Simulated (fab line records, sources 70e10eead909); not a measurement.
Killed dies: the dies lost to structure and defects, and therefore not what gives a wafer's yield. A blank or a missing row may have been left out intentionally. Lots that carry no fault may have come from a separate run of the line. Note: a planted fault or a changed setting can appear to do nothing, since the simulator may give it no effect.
Which tool is to blame?	flow nand_harc	Sampling: 7 lots, 21 wafers, 4 of 1302 route steps

WHAT THE GAUGES SHOWED, per wafer
NHARC_END_SORT_01.
lot	measured	on	killed_at_other
L978	day 26 15:54	prober-01	0 0 0
L980	day 27 15:58	prober-01	1 2 0
L990	day 32 14:43	prober-01	0 1 0

WHAT TOOL EACH LOT RAN ON (gives the tool, then ch and the chambers of the sampled wafers, and finally the start)
lot	NHARC_A_BONDPAD_ECD_18	NHARC_THIN_TSV_DESCUM_35	NHARC_THIN_TSV_ETCH_36
L974	ecd_cu-02 ch 0,1, day 23 21:41	rie_diel-04 ch 0,2,3, day 24 17:19	rie_metal-02 ch 0,1, day 24 17:42
L978	ecd_cu-02 ch 0,1, day 25 13:19	rie_diel-04 ch 0,2,3, day 26 06:52	rie_metal-02 ch 0,1, day 26 07:20
L980	ecd_cu-02 ch 0,1, day 26 10:28	rie_diel-06 ch 0,2,3, day 27 09:22	rie_metal-03 ch 0,1, day 27 09:45
L986	ecd_cu-02 ch 0,1, day 29 04:42	rie_diel-06 ch 0,1, day 29 23:26	rie_metal-03 ch 0,1, day 29 23:50
L990	ecd_cu-01 ch 0,1, day 31 01:58	rie_diel-05 ch 2,3, day 31 21:43	rie_metal-03 ch 0,1, day 31 22:07
L993	ecd_cu-02 ch 0,1, day 31 17:19	rie_diel-04 ch 0,1,3, day 32 18:58	rie_metal-01 ch 0,1, day 32 19:20
L995	ecd_cu-02 ch 0,1, day 32 20:35	rie_diel-06 ch 0,1,3, day 33 16:55	rie_metal-02 ch 0,1, day 33 17:17
- NHARC_A_BONDPAD_ECD_18: material Cu, target thk 400 nm.
- NHARC_THIN_TSV_DESCUM_35: chemistry O2, time 3 s.
- NHARC_THIN_TSV_ETCH_36: etches the open film in Cl2/BCl3, target depth 65 nm, time 18.571 s.

THE ANSWER, worked out from the rows above alone
Rule: the lots themselves supply what counts as usual. Put in order of their means at a reading, lots are off if they are a third of the lots or fewer, leave a main group of 4 or more, and stand apart from it by a gap of 3 or more times the standard deviation of the main group's means; of several such gaps the widest counts. Not used: any main group whose means are identical at the precision the tables above print for the reading. Also off: a lot with no number at a reading for which 4 or more lots have one. Where the step has rows for the other lots, those lots are counted as sound.
No lot is off at any reading shown: from this, nothing can be told.

WHAT WAS PUT IN BY THE SIMULATOR
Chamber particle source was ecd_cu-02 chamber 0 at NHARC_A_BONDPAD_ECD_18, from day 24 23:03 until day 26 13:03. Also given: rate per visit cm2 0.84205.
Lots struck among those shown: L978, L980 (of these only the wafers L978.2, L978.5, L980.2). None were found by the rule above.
